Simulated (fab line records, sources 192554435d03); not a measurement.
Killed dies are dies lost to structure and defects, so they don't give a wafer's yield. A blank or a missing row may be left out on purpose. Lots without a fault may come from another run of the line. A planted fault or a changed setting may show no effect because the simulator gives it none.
Split-lot experiment | flow n5_finfet | 7 lots, 21 wafers read, on a route of 1938 steps

THE SPLIT
At N5_PASSIVATION_ETCH_15 (etches SiCN in CF4/N2, target depth 75 nm, time 81.2 s), the setting bias_w was moved away from the recipe's 70 W on 4 of the 21 wafers read, by -17.6% to +10.4%. The other wafers ran this setting at the recipe's value.

The reading is taken at the split's own step.

THE READING
rf_vpp_V, in V, at N5_PASSIVATION_ETCH_15 (etches SiCN in CF4/N2, target depth 75 nm, time 81.2 s). Fault-free wafers of this fab line usually give 382.4 V, standard deviation 2 V.

wafer  | tool, chamber at the split | bias_w as run, W | against the recipe | rf_vpp_V, V | against lot-mates on the recipe
L076.2 | rie_diel-02, 1             | 65.01            | -7.1%              | 363.1       | -21.2
L076.4 | rie_diel-02, 0             | 70               | recipe             | 385.6       | -
L076.6 | rie_diel-02, 2             | 70               | recipe             | 383.1       | -
L082.1 | rie_diel-02, 1             | 57.68            | -17.6%             | 335.8       | -45.8
L082.2 | rie_diel-02, 3             | 70               | recipe             | 380.2       | -
L082.4 | rie_diel-02, 2             | 70               | recipe             | 383.0       | -
L085.2 | rie_diel-02, 0             | 70               | recipe             | 384.7       | -
L085.3 | rie_diel-02, 1             | 70               | recipe             | 379.7       | -
L085.5 | rie_diel-02, 2             | 70               | recipe             | 383.8       | -
L090.1 | rie_diel-01, 3             | 59.2             | -15.4%             | 345.2       | -37.6
L090.2 | rie_diel-01, 0             | 70               | recipe             | 381.4       | -
L090.6 | rie_diel-01, 3             | 70               | recipe             | 384.2       | -
L091.1 | rie_diel-02, 1             | 70               | recipe             | 380.1       | -
L091.4 | rie_diel-02, 1             | 70               | recipe             | 379.2       | -
L091.5 | rie_diel-02, 1             | 77.31            | +10.4%             | 404.0       | +24.4
L096.3 | rie_diel-01, 1             | 70               | recipe             | 381.1       | -
L096.5 | rie_diel-01, 0             | 70               | recipe             | 382.2       | -
L096.6 | rie_diel-01, 3             | 70               | recipe             | 384.9       | -
L095.4 | rie_diel-06, 1             | 70               | recipe             | 379.5       | -
L095.5 | rie_diel-06, 2             | 70               | recipe             | 383.5       | -
L095.6 | rie_diel-06, 0             | 70               | recipe             | 382.0       | -

THE FIT
A straight line over all 21 wafers: rf_vpp_V changes by +2.46 V for each +1% of bias_w; r = +0.99; the points scatter about the line by 2.2 V.
The same after taking each lot's own level away (the mean of its wafers on the recipe; 21 wafers): +2.52 V for each +1%; r = +0.99; scatter 1.8 V.
On that fit, the largest move of bias_w shifts the reading by 44 V.
The lots' own levels span 379.65 to 384.35 V, that is 2.4 times the standard deviation above.
So the lot-to-lot level changes the slope little: the two slopes agree.
Check: with one of the wafers moved furthest among these (-17.6%) left out of the fit, the line predicts -43.7 V for it against its lot-mates. It came out at -45.8 V against them.
Tool readings at the split's step, against how far the setting was moved: rf_vpp_V r = +0.99.

THE FILE'S OWN FIT
rf_vpp_V changes by +2.53 V for each +1% of bias_w, r = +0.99.
